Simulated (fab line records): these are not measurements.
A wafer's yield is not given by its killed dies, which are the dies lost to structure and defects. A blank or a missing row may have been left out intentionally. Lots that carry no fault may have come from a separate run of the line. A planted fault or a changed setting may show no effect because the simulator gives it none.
fab line records	flow n5_finfet
record lots=10	wafers=30	last_day=18
route steps=1938 shown BEOL_M4@1111 BEOL_M9@1457 BEOL_M10@1472 PASSIVATION@1936
lots untouched by any fault: they come from a run of this same line in which no faults occurred
start_h: hours from the record's first day to the start of the lot's first wafer shown	wait_h: how many hours have passed since the lot's step before this one	" identical to the entry in the row above	L1.1+2: a single row standing in for several wafers	- no value, or no start was given	* or withheld: withheld	< > ~ a bound
route shown NAME@n: NAME is a module with steps in the file, n the number in the route of the first one	usual: mean/standard deviation taken from wafers without a fault	same: alike in all rows	chamber/n: place in a boat	sites: the reading at each site	_std_site: standard deviation across them	_edge_site: outer sites' mean less inner sites'	radius_mm: how far each site lies from the wafer's centre	mask NAME#n: copy n	behind: tool/chamber where the wafer was last shaped	hold: why the lot went on hold/how many hours it stayed there/how the hold came to an end	device: whichever transistor did not switch (one of n, p or np)	end of line: the route-end tests of the same wafers	a step with no rows: only its recipe	killed: dies that structure and defects cost at the first sort, which is not the same as the wafer's yield	map: a wafer's dies, x killed, . not, _ none there
set.NAME: the setting that was run; set.NAME@STEP: the one run at that earlier step	model.NAME: the simulator's own value behind a step, which no gauge read
steps of the route over a sample of lots; a table a step, a row a wafer
services: when a tool's chamber went out of use (start_h, in hours from the record's first day, below 0 if earlier), for how many hours, and the reason
## steps
# step N5_BEOL_M4_RC_MEAS_101
# usual DIBL_N=36.4/1.6	DIBL_P=35.9/2	IOFF_N=0.152/0.03	IOFF_P=0.20/0.032	ION_N=670/12	ION_P=459/7.3	SS_N=71.6/0.55	SS_P=73.2/0.69	VT_N=251/3.5	VT_P=-252/3.2
lot.wafer	tool	chamber	start_h	wait_h	DIBL_N[mV/V]	DIBL_P[mV/V]	IOFF_N[nA/um]	IOFF_P[nA/um]	ION_N[uA/um]	ION_P[uA/um]	SS_N[mV/dec]	SS_P[mV/dec]	VT_N[mV]	VT_P[mV]
L969.1	prober-01	0	168.81	0.0	35.4	34.2	0.131	0.21	669	466	70.9	72.6	251	-247
L969.3	"	0	"	"	36.6	36.3	0.148	0.23	671	463	70.6	73.3	251	-247
L969.5	"	0	"	"	37.7	38.0	0.168	0.26	678	474	71.4	73.8	248	-246
L974.2	prober-01	0	202.12	0.2	35.9	36.7	0.156	0.19	681	459	71.3	72.8	250	-255
L974.3	"	0	"	"	37.1	38.8	0.180	0.23	682	464	71.5	74.0	247	-248
L974.4	"	0	"	"	36.8	38.9	0.170	0.22	681	464	71.7	73.8	249	-250
L977.1	prober-02	0	224.57	0.0	36.9	34.1	0.151	0.18	681	453	72.2	73.2	251	-255
L977.4	"	0	"	"	36.9	34.5	0.152	0.19	680	468	71.7	73.0	251	-255
L977.6	"	0	"	"	36.3	34.2	0.139	0.19	669	464	71.5	73.0	251	-251
L978.3	prober-01	0	228.07	0.4	39.0	39.5	0.203	0.21	686	461	72.2	73.6	248	-253
L978.4	"	0	"	"	39.8	41.5	0.230	0.25	691	470	72.4	74.4	246	-251
L978.5	"	0	"	"	35.8	36.2	0.138	0.17	666	453	71.7	73.2	253	-256
L980.2	prober-02	0	240.24	0.2	36.0	33.9	0.134	0.17	659	455	70.7	73.4	252	-251
L980.5	"	0	"	"	38.8	37.8	0.198	0.24	688	470	71.3	74.6	245	-250
L980.6	"	0	"	"	35.1	34.1	0.120	0.18	667	461	71.5	73.5	254	-252
L981.1	prober-02	0	249.73	0.0	35.1	33.5	0.128	0.17	661	456	71.8	72.7	254	-253
L981.2	"	0	"	"	37.5	37.4	0.183	0.23	690	469	72.6	74.3	247	-249
L981.6	"	0	"	"	35.2	33.9	0.135	0.18	678	466	71.8	72.1	252	-250
L983.1	prober-02	0	260.82	0.0	38.0	39.1	0.190	0.26	674	460	71.9	73.9	249	-248
L983.3	"	0	"	"	35.8	35.4	0.144	0.18	662	455	71.7	73.1	249	-255
L983.4	"	0	"	"	35.5	34.2	0.139	0.17	668	455	71.2	73.3	253	-255
L986.1	prober-01	0	283.24	0.0	35.1	34.8	0.137	0.18	665	457	71.3	72.7	253	-251
L986.2	"	0	"	"	36.5	37.0	0.164	0.22	690	466	71.9	71.8	248	-249
L986.6	"	0	"	"	36.9	36.8	0.167	0.22	677	467	72.7	73.3	251	-251
L992.2	prober-01	0	306.85	0.2	35.6	34.2	0.128	0.16	659	445	71.3	73.0	255	-257
L992.4	"	0	"	"	35.7	34.9	0.124	0.16	668	458	71.0	73.4	254	-258
L992.6	"	0	"	"	34.8	32.8	0.117	0.14	654	447	71.2	72.5	256	-261
L991.1	prober-02	0	311.21	0.0	35.3	35.4	0.135	0.19	671	458	71.7	73.6	255	-253
L991.2	"	0	"	"	36.3	35.6	0.160	0.20	667	452	72.3	73.2	253	-252
L991.4	"	0	"	"	34.5	35.5	0.127	0.20	664	464	71.1	73.2	254	-251
# step N5_BEOL_M9_PRE_CLEAN_45
# recipe gas=H2/He	time_s=30	temp_c=250
# usual heater_power_w=338/31
lot.wafer	tool	chamber	start_h	wait_h	heater_power_w
L969.1	pvd_sputter-01	-	217.05	0.0	300
L969.3	"	-	"	"	332
L969.5	"	-	"	"	299
L974.2	pvd_sputter-02	-	244.63	0.0	343
L974.3	"	-	"	"	350
L974.4	"	-	"	"	342
L977.1	pvd_sputter-01	-	271.24	0.0	302
L977.4	"	-	"	"	323
L977.6	"	-	"	"	397
L978.3	pvd_sputter-03	-	275.35	0.0	372
L978.4	"	-	"	"	382
L978.5	"	-	"	"	357
L980.2	pvd_sputter-01	-	288.90	0.0	309
L980.5	"	-	"	"	327
L980.6	"	-	"	"	386
L981.1	pvd_sputter-03	-	292.58	0.0	303
L981.2	"	-	"	"	358
L981.6	"	-	"	"	392
L983.1	pvd_sputter-01	-	299.71	0.0	322
L983.3	"	-	"	"	298
L983.4	"	-	"	"	301
L986.1	pvd_sputter-03	-	326.84	0.0	402
L986.2	"	-	"	"	295
L986.6	"	-	"	"	357
L992.2	pvd_sputter-01	-	346.60	0.0	305
L992.4	"	-	"	"	321
L992.6	"	-	"	"	299
L991.1	pvd_sputter-02	-	356.28	0.0	365
L991.2	"	-	"	"	345
L991.4	"	-	"	"	340
# step N5_BEOL_M9_ALD_74
# recipe material=TaN	target_thk_a=20	temp_c=275	ald_precursor_family=PDMAT	ald_co_reactant=NH3	pressure_torr=3	carrier_flow_sccm=1500	pulse_time_s=2	purge_time_s=3	co_reactant_purge_time_s=2	co_reactant_pulse_time_s=3	ald_cycles=40	precursor_vessel_temp_c=75	precursor_vessel_pressure_torr=26.25	precursor_vessel_carrier_sccm=1000
# usual chamber_pressure_Torr=3.001/0.0068	heater_power_w=419/29	precursor_vessel_carrier_sccm=1000.0/2.9
lot.wafer	tool	chamber	start_h	wait_h	chamber_pressure_Torr	heater_power_w	precursor_vessel_carrier_sccm
L969.1	ald_metal-01	0	217.11	0.0	2.997	435	997.7
L969.3	"	3	"	"	2.994	411	1005.2
L969.5	"	1	"	"	2.984	418	997.6
L974.2	ald_metal-03	2	244.95	0.3	3.001	390	1001.8
L974.3	"	3	"	"	3.006	478	996.1
L974.4	"	1	"	"	3.016	450	1000.7
L977.1	ald_metal-03	1	271.41	0.1	2.994	444	1004.3
L977.4	"	3	"	"	3.010	480	996.7
L977.6	"	0	"	"	3.014	408	997.5
L978.3	ald_metal-01	1	275.44	0.1	2.999	425	998.5
L978.4	"	3	"	"	2.995	414	1000.4
L978.5	"	2	"	"	2.995	375	1003.3
L980.2	ald_metal-02	0	288.97	0.1	3.006	436	1001.0
L980.5	"	3	"	"	2.999	409	1003.6
L980.6	"	2	"	"	3.007	404	1000.7
L981.1	ald_metal-02	1	292.87	0.3	2.995	493	1000.1
L981.2	"	0	"	"	2.994	428	999.5
L981.6	"	0	"	"	2.991	438	996.2
L983.1	ald_metal-02	2	299.81	0.1	3.003	404	998.3
L983.3	"	3	"	"	2.998	403	999.6
L983.4	"	1	"	"	3.000	497	997.4
L986.1	ald_metal-01	0	326.90	0.0	2.999	424	1002.2
L986.2	"	2	"	"	3.007	384	999.6
L986.6	"	1	"	"	3.007	415	1005.4
L992.2	ald_metal-01	3	346.68	0.1	2.991	411	1004.2
L992.4	"	2	"	"	3.000	388	997.0
L992.6	"	0	"	"	3.005	420	997.4
L991.1	ald_metal-02	1	356.34	0.0	3.018	427	1000.1
L991.2	"	2	"	"	3.002	393	1001.5
L991.4	"	0	"	"	3.000	381	1001.2
# step N5_BEOL_M10_THK_MEAS_01
# recipe reads=SiCOH_lowk_of_BEOL_M10_ILD_DEP_00
# usual M10_ILD_THK=268/3.7
lot.wafer	tool	chamber	start_h	wait_h	M10_ILD_THK[nm]
L969.1	film_metro-01	-	219.50	0.4	263
L969.3	"	-	"	"	262
L969.5	"	-	"	"	269
L974.2	film_metro-02	-	247.47	0.4	263
L974.3	"	-	"	"	257
L974.4	"	-	"	"	270
L977.1	film_metro-01	-	273.67	0.4	270
L977.4	"	-	"	"	269
L977.6	"	-	"	"	275
L978.3	film_metro-01	-	278.66	0.3	261
L978.4	"	-	"	"	266
L978.5	"	-	"	"	266
L980.2	film_metro-02	-	291.19	0.4	265
L980.5	"	-	"	"	272
L980.6	"	-	"	"	267
L981.1	film_metro-01	-	295.49	0.4	269
L981.2	"	-	"	"	266
L981.6	"	-	"	"	273
L983.1	film_metro-02	-	302.96	0.4	266
L983.3	"	-	"	"	263
L983.4	"	-	"	"	270
L986.1	film_metro-02	-	329.94	0.8	261
L986.2	"	-	"	"	263
L986.6	"	-	"	"	266
L992.2	film_metro-02	-	349.36	0.4	266
L992.4	"	-	"	"	270
L992.6	"	-	"	"	266
L991.1	film_metro-01	-	358.45	0.4	273
L991.2	"	-	"	"	268
L991.4	"	-	"	"	275
# step N5_BEOL_M10_PECVD_70
# recipe material=SiO2	target_thk_a=200	temp_c=400	precursor=TEOS/O2	pressure_torr=5.5	rf_w=450	teos_flow_sccm=53.8	gas=O2	flow_sccm=3000	time_s=22.7
# usual chamber_pressure_Torr=5.499/0.011	heater_power_outer_w=378/68	heater_power_w=656/94	showerhead_plenum_p_Torr=8.79/0.069	throttle_valve_pct=22.7/2
lot.wafer	tool	chamber	start_h	wait_h	chamber_pressure_Torr	heater_power_outer_w	heater_power_w	showerhead_plenum_p_Torr	throttle_valve_pct
L969.1	pecvd-01	1	219.54	0.0	5.502	409	704	8.90	25.1
L969.3	"	0	"	"	5.500	253	487	8.73	20.4
L969.5	"	2	"	"	5.499	496	816	8.82	20.9
L974.2	pecvd-04	1	247.50	0.0	5.516	325	560	8.83	24.9
L974.3	"	0	"	"	5.484	348	605	8.82	24.2
L974.4	"	1	"	"	5.500	322	582	8.85	25.3
L977.1	pecvd-02	1	273.71	0.0	5.504	370	580	8.68	22.5
L977.4	"	1	"	"	5.490	371	597	8.68	22.4
L977.6	"	2	"	"	5.505	449	750	8.75	21.4
L978.3	pecvd-04	1	278.69	0.0	5.521	406	687	8.85	25.2
L978.4	"	1	"	"	5.515	403	663	8.84	25.3
L978.5	"	2	"	"	5.507	357	583	8.73	20.0
L980.2	pecvd-02	1	291.23	0.0	-	-	-	-	-
L980.5	"	0	"	"	-	-	-	-	-
L980.6	"	1	"	"	-	-	-	-	-
L981.1	pecvd-04	0	295.53	0.0	-	-	-	-	-
L981.2	"	1	"	"	-	-	-	-	-
L981.6	"	0	"	"	-	-	-	-	-
L983.1	pecvd-04	2	302.99	0.0	-	-	-	-	-
L983.3	"	1	"	"	-	-	-	-	-
L983.4	"	1	"	"	-	-	-	-	-
L986.1	pecvd-04	0	329.98	0.0	5.497	385	644	8.83	24.5
L986.2	"	2	"	"	5.493	392	642	8.75	19.8
L986.6	"	1	"	"	5.497	315	546	8.83	25.2
L992.2	pecvd-01	2	349.40	0.0	5.502	537	873	8.81	20.8
L992.4	"	0	"	"	5.512	331	615	8.71	20.5
L992.6	"	1	"	"	5.502	409	681	8.91	24.9
L991.1	pecvd-01	2	358.49	0.0	5.518	449	762	8.82	20.7
L991.2	"	0	"	"	5.525	308	568	8.72	20.6
L991.4	"	2	"	"	5.506	459	743	8.82	20.6
# step N5_PASSIVATION_PROBE_49
# usual defect_limited_yield=91.7/1.2	killed_at_M0_to_M3=33/9.5	killed_at_M4_up=13/4.9	killed_at_contacts=13/6.6	killed_at_front_end=36/11	killed_at_other=3.0/2.6	killed_dies=97/14	killed_on_rim=13/3.8	killed_open=65/11	killed_short=31/6.6	sort_bin_5_function=4.8/0.82	sort_bin_6_memory=3.1/0.58	sort_n_pass=1083/14	sort_yield_pct=91.7/1.2
# same gross_dies=1180	killed_at_back_side=0	sort_bin_4_leakage[%]=0	sort_bin_8_speed[%]=0
lot.wafer	tool	chamber	start_h	wait_h	defect_limited_yield[%]	killed_at_M0_to_M3	killed_at_M4_up	killed_at_contacts	killed_at_front_end	killed_at_other	killed_dies	killed_on_rim	killed_open	killed_short	sort_bin_5_function[%]	sort_bin_6_memory[%]	sort_n_pass	sort_yield_pct[%]
L969.1	prober-01	-	277.79	0.0	91.2	43	8	16	32	5	104	11	70	34	5.8	2.8	1076	91.2
L969.3	prober-01	-	277.89	0.1	93.2	30	15	8	25	2	80	8	63	14	4.1	2.7	1100	93.2
L969.5	prober-01	-	277.99	0.2	92.5	40	11	11	25	1	88	12	56	29	4.4	2.9	1092	92.5
L974.2	prober-02	-	302.36	0.1	93.7	24	12	7	31	0	74	11	45	29	3.7	2.3	1106	93.7
L974.3	prober-02	-	302.41	0.1	90.4	26	20	24	41	2	113	13	84	26	5.4	3.4	1067	90.4
L974.4	prober-02	-	302.46	0.2	93.2	29	11	16	23	1	80	11	53	27	4.1	2.4	1100	93.2
L977.1	prober-01	-	324.25	0.0	92.6	35	10	6	36	0	87	11	69	15	4.4	2.8	1093	92.6
L977.4	prober-01	-	324.40	0.2	91.9	33	14	7	37	4	95	8	64	28	5.3	2.4	1085	91.9
L977.6	prober-01	-	324.50	0.3	92.0	31	13	3	43	4	94	10	54	39	5.2	2.7	1086	92.0
L978.3	prober-02	-	337.16	0.1	89.1	40	22	27	36	4	129	22	88	40	6.0	4.6	1051	89.1
L978.4	prober-02	-	337.21	0.2	92.6	25	23	28	11	0	87	8	61	26	3.5	3.5	1093	92.6
L978.5	prober-02	-	337.26	0.2	92.5	14	24	24	24	3	89	17	65	24	4.9	2.4	1091	92.5
L981.1	prober-02	-	349.38	0.0	63.1	32	350	4	48	1	435	16	65	32	33.7	2.9	745	63.1
L981.2	prober-02	-	349.43	0.1	64.2	34	322	9	56	1	422	16	68	36	31.6	3.5	758	64.2
L981.6	prober-02	-	349.63	0.3	65.0	34	338	13	27	1	413	15	62	28	31.7	3.0	767	65.0
L980.2	prober-01	-	351.81	0.1	65.5	32	326	7	38	4	407	122	48	31	30.8	2.6	773	65.5
L980.5	prober-01	-	351.96	0.2	62.2	34	337	12	59	4	446	20	77	40	32.8	4.2	734	62.2
L980.6	prober-01	-	352.01	0.3	63.6	26	369	8	18	9	430	120	47	21	33.8	2.4	750	63.6
L983.1	prober-01	-	361.71	0.0	62.3	40	356	7	34	8	445	52	68	32	34.2	3.2	735	62.3
L983.3	prober-01	-	361.81	0.1	62.5	47	352	11	31	1	442	9	66	36	33.6	3.6	738	62.5
L983.4	prober-01	-	361.86	0.2	63.8	34	349	7	27	10	427	9	57	30	33.1	2.8	753	63.8
L986.1	prober-02	-	378.76	0.0	93.2	34	5	12	22	7	80	12	52	28	4.2	2.4	1100	93.2
L986.2	prober-02	-	378.81	0.1	92.6	23	8	14	34	8	87	11	55	32	4.0	3.1	1093	92.6
L986.6	prober-02	-	379.01	0.3	91.7	35	10	19	32	2	98	15	59	39	4.7	3.3	1082	91.7
L992.2	prober-02	-	414.38	0.1	90.1	39	8	17	51	2	117	12	84	33	5.5	4.1	1063	90.1
L992.4	prober-02	-	414.48	0.2	91.8	40	7	8	36	6	97	14	66	30	5.2	2.8	1083	91.8
L992.6	prober-02	-	414.58	0.3	91.2	29	10	19	44	2	104	10	74	30	4.7	3.9	1076	91.2
L991.1	prober-02	-	424.00	0.0	90.6	13	20	19	56	3	111	11	68	43	5.6	3.1	1069	90.6
L991.2	prober-02	-	424.05	0.1	91.8	26	17	5	47	2	97	11	56	41	5.4	2.3	1083	91.8
L991.4	prober-02	-	424.15	0.2	91.4	33	13	13	43	0	102	15	68	33	4.9	3.4	1078	91.4
# killed by level:class
L969.1 BEOL_M2:geometric_particle:open=15 MOL_CONTACT_COAG:geometric_particle:open=14 BEOL_M0_SAQP:geometric_particle:open=9 BEOL_M1:geometric_particle:open=6 FIN_SAQP:geometric_particle:short=5 BEOL_M2:geometric_particle:short=5 DUMMY_GATE:geometric_particle:open=4 GATE_CUT:geometric_particle:short=4
L969.3 BEOL_M2:geometric_particle:open=18 BEOL_M4:geometric_particle:open=11 MOL_CONTACT_COAG:geometric_particle:open=7 DUMMY_GATE:geometric_particle:open=5 STARTING-WAFER:geometric_particle:open=4 FIN_SAQP:geometric_particle:open=3 ILD0:geometric_particle:open=3 BEOL_M0_SAQP:geometric_particle:open=3
L969.5 BEOL_M2:geometric_particle:open=12 MOL_CONTACT_COAG:geometric_particle:open=8 BEOL_M0_SAQP:geometric_particle:open=7 BEOL_M3:geometric_particle:open=6 STARTING-WAFER:geometric_particle:short=5 GATE_CUT:geometric_particle:short=4 BEOL_M0_SAQP:geometric_particle:short=4 BEOL_M1:geometric_particle:open=4
L974.2 MOL_CONTACT_COAG:geometric_particle:open=6 BEOL_M0_SAQP:geometric_particle:short=6 BEOL_M2:geometric_particle:open=6 STI_FIN_REVEAL:geometric_particle:open=5 BEOL_M0_SAQP:geometric_particle:open=5 DUMMY_GATE:geometric_particle:open=4 ILD0:geometric_particle:short=4 BEOL_M5:geometric_particle:open=4
L974.3 MOL_CONTACT_COAG:geometric_particle:open=22 BEOL_M4:geometric_particle:open=14 STI_FIN_REVEAL:geometric_particle:open=10 FIN_SAQP:geometric_particle:short=7 BEOL_M2:geometric_particle:open=6 BEOL_M3:geometric_particle:open=6 STARTING-WAFER:geometric_particle:open=6 FIN_SAQP:geometric_particle:open=4
L974.4 MOL_CONTACT_COAG:geometric_particle:open=11 STI_FIN_REVEAL:geometric_particle:open=6 BEOL_M0_SAQP:geometric_particle:open=6 BEOL_M0:geometric_particle:short=6 MOL_CONTACT_COAG:geometric_particle:short=5 BEOL_M2:geometric_particle:open=5 BEOL_M1:geometric_particle:open=4 BEOL_M0_SAQP:geometric_particle:short=3
L977.1 STI_FIN_REVEAL:geometric_particle:open=14 BEOL_M2:geometric_particle:open=11 BEOL_M1:geometric_particle:open=8 DUMMY_GATE:geometric_particle:open=6 MOL_CONTACT_COAG:geometric_particle:open=6 BEOL_M0_SAQP:geometric_particle:open=6 GATE_CUT:geometric_particle:open=4 BEOL_M0_SAQP:geometric_particle:short=3
L977.4 STI_FIN_REVEAL:geometric_particle:open=10 BEOL_M1:geometric_particle:open=9 GATE_CUT:geometric_particle:short=7 BEOL_M0_SAQP:geometric_particle:short=7 BEOL_M2:geometric_particle:open=7 BEOL_M4:geometric_particle:open=7 DUMMY_GATE:geometric_particle:open=6 FIN_SAQP:geometric_particle:short=5
L977.6 FIN_SAQP:geometric_particle:short=10 BEOL_M0_SAQP:geometric_particle:short=9 BEOL_M1:geometric_particle:open=8 STI_FIN_REVEAL:geometric_particle:open=7 DUMMY_GATE:geometric_particle:open=6 GATE_CUT:geometric_particle:short=5 DUMMY_GATE:geometric_particle:short=4 BEOL_M0_SAQP:geometric_particle:open=4
L978.3 MOL_CONTACT_COAG:geometric_particle:open=20 BEOL_M0_SAQP:geometric_particle:open=13 BEOL_M4:geometric_particle:open=9 GATE_CUT:geometric_particle:short=8 MOL_CONTACT_COAG:geometric_particle:short=7 BEOL_M0_SAQP:geometric_particle:short=7 BEOL_M2:geometric_particle:open=7 STARTING-WAFER:geometric_particle:short=7
L978.4 MOL_CONTACT_COAG:geometric_particle:open=18 MOL_CONTACT_COAG:geometric_particle:short=10 BEOL_M4:geometric_particle:open=9 BEOL_M3:geometric_particle:open=7 BEOL_M0_SAQP:geometric_particle:open=6 BEOL_M5:geometric_particle:open=5 FIN_SAQP:geometric_particle:short=4 BEOL_M0_SAQP:geometric_particle:short=4
L978.5 MOL_CONTACT_COAG:geometric_particle:open=16 BEOL_M4:geometric_particle:open=12 MOL_CONTACT_COAG:geometric_particle:short=8 BEOL_M5:geometric_particle:open=5 DUMMY_GATE:geometric_particle:open=3 GATE_CUT:geometric_particle:short=3 BEOL_M0_SAQP:geometric_particle:open=3 BEOL_M1:geometric_particle:open=3
L981.1 BEOL_M10:area_pecvd=335 FIN_SAQP:geometric_particle:open=12 FIN_SAQP:geometric_particle:short=11 BEOL_M2:geometric_particle:open=11 GATE_CUT:geometric_particle:short=8 BEOL_M0_SAQP:geometric_particle:open=6 BEOL_M1:geometric_particle:open=6 GATE_CUT:geometric_particle:open=5
L981.2 BEOL_M10:area_pecvd=316 FIN_SAQP:geometric_particle:open=19 BEOL_M0_SAQP:geometric_particle:short=14 FIN_SAQP:geometric_particle:short=10 BEOL_M0_SAQP:geometric_particle:open=8 STARTING-WAFER:geometric_particle:open=7 DUMMY_GATE:geometric_particle:open=6 MOL_CONTACT_COAG:geometric_particle:open=6
L981.6 BEOL_M10:area_pecvd=323 BEOL_M2:geometric_particle:open=11 MOL_CONTACT_COAG:geometric_particle:open=10 FIN_SAQP:geometric_particle:open=8 BEOL_M4:geometric_particle:open=8 FIN_SAQP:geometric_particle:short=6 BEOL_M0_SAQP:geometric_particle:short=5 BEOL_M1:geometric_particle:open=5
L980.2 BEOL_M10:area_pecvd=318 BEOL_M0_SAQP:geometric_particle:open=8 HKMG_FIN:area_etch=8 FIN_SAQP:geometric_particle:short=7 MOL_CONTACT_COAG:geometric_particle:open=6 BEOL_M0_SAQP:geometric_particle:short=6 BEOL_M3:geometric_particle:open=5 STI_FIN_REVEAL:geometric_particle:open=4
L980.5 BEOL_M10:area_pecvd=322 FIN_SAQP:geometric_particle:open=15 FIN_SAQP:geometric_particle:short=13 MOL_CONTACT_COAG:geometric_particle:open=9 BEOL_M0_SAQP:geometric_particle:open=8 BEOL_M1:geometric_particle:open=7 STI_FIN_REVEAL:geometric_particle:open=7 DUMMY_GATE:geometric_particle:open=5
L980.6 BEOL_M10:area_pecvd=361 MOL_CONTACT_COAG:geometric_particle:open=8 BEOL_M0_SAQP:geometric_particle:short=5 BEOL_M0:geometric_particle:open=5 DUMMY_GATE:geometric_particle:open=4 BEOL_M0_SAQP:geometric_particle:open=4 BEOL_M1:geometric_particle:open=4 BEOL_M3:geometric_particle:open=4
L983.1 BEOL_M10:area_pecvd=344 BEOL_M2:geometric_particle:open=14 BEOL_M0_SAQP:geometric_particle:open=8 GATE_CUT:geometric_particle:short=7 BEOL_M3:geometric_particle:open=7 FIN_SAQP:geometric_particle:short=6 DUMMY_GATE:geometric_particle:open=6 MOL_CONTACT_COAG:geometric_particle:open=6
L983.3 BEOL_M10:area_pecvd=340 MOL_CONTACT_COAG:geometric_particle:open=10 DUMMY_GATE:geometric_particle:open=9 BEOL_M1:geometric_particle:open=9 BEOL_M3:geometric_particle:open=7 BEOL_M0_SAQP:geometric_particle:short=6 BEOL_M0_SAQP:geometric_particle:open=6 BEOL_M2:geometric_particle:open=6
L983.4 BEOL_M10:area_pecvd=339 BEOL_M1:geometric_particle:open=8 STI_FIN_REVEAL:geometric_particle:open=7 FIN_SAQP:geometric_particle:short=5 FIN_SAQP:geometric_particle:open=5 BEOL_M2:geometric_particle:open=5 MOL_CONTACT_COAG:geometric_particle:open=4 BEOL_M3:geometric_particle:open=4
L986.1 BEOL_M1:geometric_particle:open=13 MOL_CONTACT_COAG:geometric_particle:open=10 BEOL_M2:geometric_particle:open=7 PAD_METAL:geometric_particle:short=5 FIN_SAQP:geometric_particle:short=4 BEOL_M0_SAQP:geometric_particle:open=3 BEOL_M1:geometric_particle:short=3 STARTING-WAFER:geometric_particle:open=3
L986.2 FIN_SAQP:geometric_particle:open=10 MOL_CONTACT_COAG:geometric_particle:open=9 FIN_SAQP:geometric_particle:short=7 BEOL_M2:geometric_particle:open=6 BEOL_M0_SAQP:geometric_particle:open=6 MOL_CONTACT_COAG:geometric_particle:short=5 BEOL_M4:geometric_particle:open=5 PAD_METAL:geometric_particle:short=5
L986.6 BEOL_M0_SAQP:geometric_particle:short=16 MOL_CONTACT_COAG:geometric_particle:open=14 FIN_SAQP:geometric_particle:open=8 BEOL_M0_SAQP:geometric_particle:open=8 BEOL_M2:geometric_particle:open=7 FIN_SAQP:geometric_particle:short=5 MOL_CONTACT_COAG:geometric_particle:short=5 BEOL_M4:geometric_particle:open=5
L992.2 STI_FIN_REVEAL:geometric_particle:open=14 MOL_CONTACT_COAG:geometric_particle:open=13 BEOL_M0_SAQP:geometric_particle:short=12 DUMMY_GATE:geometric_particle:open=7 BEOL_M1:geometric_particle:open=7 BEOL_M0_SAQP:geometric_particle:open=7 BEOL_M2:geometric_particle:open=7 BEOL_M4:geometric_particle:open=6
L992.4 BEOL_M1:geometric_particle:open=14 MOL_CONTACT_COAG:geometric_particle:open=8 BEOL_M0_SAQP:geometric_particle:short=7 BEOL_M0_SAQP:geometric_particle:open=7 FIN_SAQP:geometric_particle:short=5 DUMMY_GATE:geometric_particle:open=5 BEOL_M3:geometric_particle:open=5 FIN_SAQP:geometric_particle:open=4
L992.6 MOL_CONTACT_COAG:geometric_particle:open=14 DUMMY_GATE:geometric_particle:open=11 BEOL_M0_SAQP:geometric_particle:open=8 STI_FIN_REVEAL:geometric_particle:open=7 FIN_SAQP:geometric_particle:open=6 MOL_CONTACT_COAG:geometric_particle:short=5 BEOL_M0_SAQP:geometric_particle:short=5 BEOL_M4:geometric_particle:open=5
L991.1 FIN_SAQP:geometric_particle:short=14 MOL_CONTACT_COAG:geometric_particle:open=14 FIN_SAQP:geometric_particle:open=9 BEOL_M5:geometric_particle:open=7 BEOL_M0_SAQP:geometric_particle:open=6 STI_FIN_REVEAL:geometric_particle:open=5 DUMMY_GATE:geometric_particle:open=5 GATE_CUT:geometric_particle:short=5
L991.2 FIN_SAQP:geometric_particle:open=11 STI_FIN_REVEAL:geometric_particle:open=9 BEOL_M0_SAQP:geometric_particle:short=7 FIN_SAQP:geometric_particle:short=6 BEOL_M5:geometric_particle:open=6 STARTING-WAFER:geometric_particle:short=6 MOL_CONTACT_COAG:geometric_particle:open=5 DUMMY_GATE:geometric_particle:open=4
L991.4 FIN_SAQP:geometric_particle:open=13 BEOL_M2:geometric_particle:open=11 MOL_CONTACT_COAG:geometric_particle:open=9 FIN_SAQP:geometric_particle:short=7 BEOL_M0_SAQP:geometric_particle:short=7 STI_FIN_REVEAL:geometric_particle:open=5 STARTING-WAFER:geometric_particle:short=5 MOL_CONTACT_COAG:geometric_particle:short=4
## services
tool	chamber	start_h	hours	kind
ald_metal-01	-	199.59	4.3	pm
pecvd-04	2	202.41	-	clean
pecvd-04	2	202.41	-	consumable_replace:showerhead
pecvd-04	2	202.41	29.0	scheduled_down
pecvd-04	2	202.41	29.0	vent_cycle
pecvd-01	-	227.73	0.9	repair
ald_metal-01	-	233.12	14.6	pm
pecvd-04	2	242.49	15.4	repair
ald_metal-02	-	244.32	1.9	repair
ald_metal-02	3	265.58	6.9	repair
pecvd-04	2	268.91	5.0	scheduled_down
ald_metal-03	3	271.86	99.1	repair
ald_metal-03	0	273.11	3.8	repair
pecvd-04	0	279.21	2.1	scheduled_down
pecvd-04	2	283.45	12.7	repair
ald_metal-03	-	287.60	2.4	repair
pecvd-02	-	295.04	2.8	pm
ald_metal-02	0	303.12	3.8	repair
pecvd-01	-	316.98	14.6	pm
ald_metal-03	-	323.33	2.7	repair
ald_metal-02	-	337.25	14.0	pm
ald_metal-02	0	337.25	14.0	vent_cycle
pvd_sputter-02	-	339.95	2.2	repair
ald_metal-01	-	356.95	6.0	pm
## key
first_sign step=N5_BEOL_M10_PECVD_70	reading=tool_record	direction=missing
effect step=N5_PASSIVATION_PROBE_49	reading=killed_at_M4_up	direction=up	sigmas=68	usual=13	struck=344
more_kills_born_at N5_BEOL_M10_PECVD_70@pecvd-04=1997	N5_BEOL_M10_PECVD_70@pecvd-02=1001
met_at N5_BEOL_M10_PECVD_70
struck_lots L980,L981,L983
not_acting_at N5_BEOL_M9_PRE_CLEAN_45,N5_BEOL_M9_ALD_74,N5_BEOL_M10_THK_MEAS_01
onset_between 278.69 291.23
fault kind=skipped_step_whole	tool=pecvd-02,pecvd-04	chamber=-	onset_h=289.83	steps=N5_BEOL_M10_PECVD_70	scope=struck_lots_only
